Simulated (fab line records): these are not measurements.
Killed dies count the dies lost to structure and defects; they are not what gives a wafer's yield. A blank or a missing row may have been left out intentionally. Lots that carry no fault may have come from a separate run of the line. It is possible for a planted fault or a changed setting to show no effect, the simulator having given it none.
The tool behind it: which one?	flow n5_finfet	10 lots, 28 wafers sampled, at 3 steps of a route of 1938

== WHAT THE GAUGES READ, wafer by wafer ==
N5_BEOL_M4_RC_MEAS_101. Usual: DIBL_N 35.9 mV/V, standard deviation 1.7; DIBL_P 36.0 mV/V, standard deviation 2.2; IOFF_N 0.16 nA/um, standard deviation 0.031; IOFF_P 0.21 nA/um, standard deviation 0.039; ION_N 678 uA/um, standard deviation 13; ION_P 464 uA/um, standard deviation 8.8; SS_N 71.5 mV/dec, standard deviation 0.61; SS_P 73.2 mV/dec, standard deviation 0.68; VT_N 249 mV, standard deviation 3.3; VT_P -250 mV, standard deviation 3.8.
lot	measured	on	DIBL_N (mV/V)	DIBL_P (mV/V)	IOFF_N (nA/um)	IOFF_P (nA/um)	ION_N (uA/um)	ION_P (uA/um)	SS_N (mV/dec)	SS_P (mV/dec)	VT_N (mV)	VT_P (mV)	flag
L942	day 8 01:19	prober-01	35.5 33.6	35.9 32.9	0.16 0.12	0.24 0.20	683 668	470 464	71.8 71.4	73.5 73.0	248 254	-246 -248	
L947	day 9 03:22	prober-02	35.2 35.0 36.0	35.9 35.4 36.1	0.15 0.14 0.15	0.19 0.18 0.19	670 681 679	463 463 463	70.7 71.9 71.8	72.6 72.4 73.2	247 248 250	-254 -254 -250	
L948	day 9 08:16	prober-02	35.9 36.2 34.6	34.8 35.7 33.4	0.14 0.15 0.13	0.15 0.16 0.14	653 671 675	442 450 454	72.2 72.3 71.5	73.3 73.6 72.5	250 251 252	-258 -258 -259	
L949	day 9 16:58	prober-01	34.3 37.9 34.6	35.4 38.9 34.2	0.15 0.21 0.14	0.19 0.26 0.18	688 702 678	478 479 462	71.3 72.8 71.8	73.7 74.1 72.8	247 243 249	-252 -248 -253	
L958	day 11 18:02	prober-02	33.4 37.4 36.6	31.9 36.7 35.8	0.11 0.17 0.16	0.15 0.22 0.20	670 683 681	459 471 467	70.5 72.4 71.8	72.1 73.4 72.9	253 249 250	-255 -250 -251	
L957	day 12 00:59	prober-01	34.8 36.3 37.8	33.8 36.5 39.0	0.13 0.17 0.20	0.19 0.23 0.27	678 688 707	469 479 486	70.6 70.9 72.1	72.3 73.8 74.2	251 244 245	-251 -247 -245	
L959	day 12 01:16	prober-02	33.7 34.4 34.8	34.6 35.5 36.7	0.12 0.14 0.15	0.17 0.18 0.20	669 670 674	457 460 462	71.3 71.1 71.3	72.6 73.0 72.9	255 251 251	-252 -252 -252	
L960	day 12 08:00	prober-01	33.5 35.2	31.6 34.2	0.12 0.14	0.15 0.18	665 675	452 460	70.6 70.9	72.5 73.2	253 249	-253 -250	
L961	day 12 17:44	prober-02	35.3 36.2 34.4	33.9 35.6 33.5	0.13 0.14 0.12	0.17 0.19 0.16	651 677 655	447 465 452	71.1 71.7 71.4	72.2 73.0 72.7	255 252 255	-254 -251 -252	
L962	day 12 21:04	prober-02	34.2 32.8 36.7	33.5 31.1 37.7	0.12 0.10 0.16	0.15 0.13 0.21	660 657 677	455 450 460	70.2 71.3 71.0	72.6 72.6 73.4	254 257 249	-254 -257 -254	

N5_BEOL_M9_OCD_MEAS_38. Usual: 151 nm for trench_depth_nm, sd 3.
lot	measured	on	trench_depth_nm (nm)	flag
L942	day 9 18:54	ocd-01	150 151	
L947	day 10 15:32	ocd-01	151 151 158	
L948	day 11 09:32	ocd-01	146 154 152	
L949	day 11 09:01	ocd-01	146 148 153	
L958	day 13 21:19	ocd-01	152 149 151	
L957	day 13 23:44	ocd-01	150 148 150	
L959	day 13 23:42	ocd-01	151 152 151	
L960	day 14 22:20	ocd-02	157 152	
L961	day 14 21:28	ocd-02	153 149 148	
L962	day 14 21:42	ocd-01	151 151 157	

== WHICH TOOL RAN EACH LOT (tool, then ch and the chambers of the sampled wafers, then the start) ==
lot	N5_BEOL_M9_TRENCH_ETCH_37
L942	rie_diel-01 ch 3, day 9 18:54 or earlier
L947	rie_diel-01 ch 1,2,3, day 10 15:32 or earlier
L948	rie_diel-04 ch 0,3, day 11 09:32 or earlier
L949	rie_diel-03 ch 1,2,3, day 11 09:01 or earlier
L958	rie_diel-01 ch 0,1,3, day 13 21:19 or earlier
L957	rie_diel-04 ch 1,2, day 13 23:44 or earlier
L959	rie_diel-03 ch 0,2, day 13 23:42 or earlier
L960	rie_diel-01 ch 0,2, day 14 22:20 or earlier
L961	rie_diel-04 ch 0,2,3, day 14 21:28 or earlier
L962	rie_diel-01 ch 0,2,3, day 14 21:42 or earlier
- N5_BEOL_M9_TRENCH_ETCH_37: etches SiCOH lowk in C4F6/O2, target depth 151.43 nm, time 49 s.

== AS READ BY THE TOOLS THEMSELVES (means over the sampled wafers that have a number; for cases with no such wafer, the mark the record gives instead) ==
N5_BEOL_M9_TRENCH_ETCH_37. Usual: O2_flow_sccm 10.01 sccm, standard deviation 0.033; chamber_pressure_mTorr 30.005 mTorr, standard deviation 0.028; drypump_motor_current_A 5.9 A, standard deviation 0.58; oes_product_au 0.81 a.u., standard deviation 0.085; rf_vpp_V 676 V, standard deviation 14; showerhead_plenum_p_Torr 2.85 Torr, standard deviation 0.087; throttle_valve_pct 21.01 %, standard deviation 0.26.
lot	tool	O2_flow_sccm (sccm)	chamber_pressure_mTorr (mTorr)	drypump_motor_current_A (A)	oes_product_au (a.u.)	rf_vpp_V (V)	showerhead_plenum_p_Torr (Torr)	throttle_valve_pct (%)	flag
L942	rie_diel-01	10.05	30.030	6.4	0.86	674	2.80	20.92	
L947	rie_diel-01	10.01	29.999	5.9	0.83	661	2.78	20.81	
L948	rie_diel-04	9.99	30.008	6.0	0.85	669	2.84	21.19	
L949	rie_diel-03	10.00	29.990	5.7	0.70	681	2.84	21.06	
L958	rie_diel-01	10.03	30.018	5.4	0.78	659	2.81	20.97	
L957	rie_diel-04	10.03	30.007	6.2	0.78	688	2.89	21.15	
L959	rie_diel-03	10.03	30.012	5.3	0.89	685	2.98	20.71	
L960	rie_diel-01	9.98	30.032	5.4	0.85	658	2.81	20.62	
L961	rie_diel-04	10.01	30.031	6.0	0.79	679	2.84	21.23	
L962	rie_diel-01	10.02	30.018	5.7	0.84	662	2.80	20.73	

== THE ANSWER, worked out from the rows above alone ==
Rule: a lot is off if the mean of its wafers that have a number lies more than 3 standard deviations from the usual mean. A lot without any number at a reading at which 4 lots or more have one is off too. All remaining lots with rows at the step are treated as sound. First the gauges in route order, then the tools' own readings, where a lot's mean is used as printed above. The first step at which some lot is off is used, and at that step the reading that is off furthest; a lot without a number counts as furthest.
No lot is off on any of the readings shown, so nothing can be concluded from this.

== WHAT WAS PUT IN BY THE SIMULATOR ==
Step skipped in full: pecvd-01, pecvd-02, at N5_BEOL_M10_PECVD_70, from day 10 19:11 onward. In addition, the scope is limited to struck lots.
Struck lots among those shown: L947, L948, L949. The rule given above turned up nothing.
